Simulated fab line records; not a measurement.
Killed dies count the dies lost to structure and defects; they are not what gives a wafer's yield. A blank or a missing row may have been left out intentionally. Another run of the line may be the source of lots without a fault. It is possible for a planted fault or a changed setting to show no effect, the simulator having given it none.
Matching of chambers	flow n5Finfet	N5_BEOL_M5_PRE_CLEAN_77 on cvdCo-02 has 3 sister chambers
The step time 15 s. 22 wafers are shown with their chamber, then 11 later ones without.

## WAFERS PAIRED WITH THEIR CHAMBERS
wafer	chamber	heaterPowerW (W)
L076.3	2	59
L076.4	0	95
L076.6	2	58
L077.1	0	93
L077.2	2	58
L077.6	2	58
L080.2	1	95
L080.3	0	96
L080.5	0	92
L082.1	1	95
L082.4	0	94
L082.5	2	58
L085.1	1	96
L085.4	2	59
L085.5	1	97
L088.2	1	95
L088.3	2	60
L088.4	2	56
L089.2	2	59
L089.3	0	95
L089.4	1	94
L092.4	0	95

SIGNATURES (averages over the wafers above)
reading	chamber 0	chamber 1	chamber 2	scatter within a chamber
heaterPowerW	94.29	95.33	58.33	1.19
Rule: a wafer lies at a distance from a chamber equal to the root of the sum of squares, over the readings, of (its reading less the chamber's mean, divided by the reading's scatter). If the next closest chamber is less than 2 further off than the closest, the wafer can't be placed; otherwise it belongs to the closest. The scatter is the square root of a quotient: the sum, over the shown wafers, of each reading's squared deviation from its chamber's mean, divided by wafers minus chambers.

## WAFERS WHOSE CHAMBER IS MISSING
wafer	heaterPowerW (W)
L092.5	95
L092.6	60
L097.2	91
L097.3	94
L097.5	97
L095.2	92
L095.3	95
L095.6	95
L096.3	94
L096.4	94
L096.5	61

## CHAMBER TAKEN BY EACH
wafer	from the rows above	in truth
L092.5	can't be placed: 1 or 0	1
L092.6	2	2
L097.2	can't be placed: 0 or 1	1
L097.3	can't be placed: 0 or 1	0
L097.5	can't be placed: 1 or 0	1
L095.2	can't be placed: 0 or 1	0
L095.3	can't be placed: 1 or 0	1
L095.6	can't be placed: 1 or 0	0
L096.3	can't be placed: 0 or 1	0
L096.4	can't be placed: 0 or 1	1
L096.5	2	2
2 of 11 placed correctly. Cannot be placed on the basis of these rows: 9; the candidates contain the true chamber in 9. 0 placed wrongly.
